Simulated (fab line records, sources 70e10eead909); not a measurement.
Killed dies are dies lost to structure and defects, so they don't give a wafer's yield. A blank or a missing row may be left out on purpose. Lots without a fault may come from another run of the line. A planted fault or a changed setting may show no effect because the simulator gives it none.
A struck lot beside a sound one | flow nand_harc | 14 steps out of a route of 1159
Sound: wafers L532.1, L532.3, L532.6. Struck: wafer L547.3. (L547.1, L547.2 of the same lot were not struck and are left out.) The cause comes at the end.
At each step with rows: each side's tool, then ch and its chambers, then its first start. Under that, the readings that differ: sound wafers | struck wafers | difference of the means | sigmas: that difference in standard deviations of wafers without a fault.
alike: readings whose means differ by less than 2 such deviations, and words and numbers that are the same on both sides. not compared: withheld readings, readings that some wafer has no value for, bounds like >300 that may hide the same value, and numbers for which the record gives no deviation and whose values overlap.
The two part at a step that has a row with sigmas, a row that says differs or no value, or rows on one side only. Numbers that don't overlap but have no deviation are shown without sigmas and don't part them. A reading that every wafer of one side lacks parts them only if that side has two wafers or more.

NHARC_A_CONTACT_ETCH_137: etches the open film in C4F8/O2/Ar, time 132 s, target depth 1287 nm.
  sound on har_cap_etch-02 ch 0,1, day 18 05:02; struck on har_cap_etch-01 ch 1, day 22 04:26
  alike: oes_air_line_au
  not compared: rf_hours_counter_h
NHARC_A_CONTACT_ETCH_138: etches the open film in C4F8/O2/Ar, time 132 s, target depth 1289 nm.
  sound on har_cap_etch-02 ch 0,1, day 18 05:10; struck on har_cap_etch-01 ch 1, day 22 04:33
  alike: oes_air_line_au
  not compared: rf_hours_counter_h
NHARC_A_CONTACT_ETCH_139: etches the open film in C4F8/O2/Ar, time 137 s, target depth 590 nm.
  sound on har_cap_etch-02 ch 0,1, day 18 05:20; struck on har_cap_etch-01 ch 1, day 22 04:41
  alike: oes_air_line_au
  not compared: rf_hours_counter_h
then, 2 steps without rows for these wafers: NHARC_A_CONTACT_ETCH_92 (etches the open film in CH3F/O2, target depth 40 nm, time 85.7 s); NHARC_A_CONTACT_ETCH_98 (etches the open film in C4F6/O2, target depth 20 nm, time 10 s).
NHARC_A_CONTACT_CD_MEAS_15:
  sound on cd_sem-03, day 18 05:59; struck on cd_sem-02, day 22 05:28
  alike: cd_nm
then, 3 steps without rows for these wafers: NHARC_A_CONTACT_STRIP_107 (strips in N2/H2); NHARC_A_CONTACT_STRIP_108 (strips in CF4/CHF3); NHARC_A_CONTACT_STRIP_109 (strips in O2/COS).
NHARC_A_CONTACT_ETCH_110: etches the open film in CF4/O2, target depth 50 nm, overetch 5 nm, time 27.5 s.
  sound on rie_diel-12 ch 1,2, day 18 06:17; struck on rie_diel-08 ch 2, day 22 05:54
  alike: drypump_motor_current_A, mfc_ar_sccm, oes_product_au, rf_fwd_power_W, rf_vpp_V, showerhead_plenum_p_Torr, throttle_valve_pct
  not compared: rf_hours_counter_h
NHARC_A_CONTACT_STRIP_26: strips in O2.
  sound on rie_diel-12 ch 1,2,3; struck on rie_diel-08 ch 2
  reading                         | sound          | struck | difference | sigmas
  showerhead_plenum_p_Torr (Torr) | 3.53 3.29 3.46 | 3.77   | +0.34      | +3
  alike: drypump_motor_current_A, mfc_ar_sccm, oes_product_au, rf_vpp_V, throttle_valve_pct
  not compared: rf_hours_counter_h
then, 1 step without rows for these wafers: NHARC_A_CONTACT_STRIP_27 (strips in post etch residue remover, time 600 s).
NHARC_A_CONTACT_ALD_18: deposits TiN, target thk 3 nm, pulse time 1 s, ald cycles 150.
  sound on ald_metal-03 ch 0,2,3, day 18 06:56; struck on ald_metal-03 ch 0, day 22 06:33
  reading    | sound       | struck | difference | sigmas
  ald_cycles | 150 150 150 | 63     | -87        |
  alike: heater_power_w, precursor_pulse_height_rel
then, 1 step without rows for these wafers: NHARC_A_CONTACT_CVD_19 (deposits W, target thk 300 nm, time 802 s).

WHERE THEY PART
Only at NHARC_A_CONTACT_STRIP_26, within this record. Later steps at which nothing parts them and some readings are alike: NHARC_A_CONTACT_ALD_18.

WHY: what the simulator had put in
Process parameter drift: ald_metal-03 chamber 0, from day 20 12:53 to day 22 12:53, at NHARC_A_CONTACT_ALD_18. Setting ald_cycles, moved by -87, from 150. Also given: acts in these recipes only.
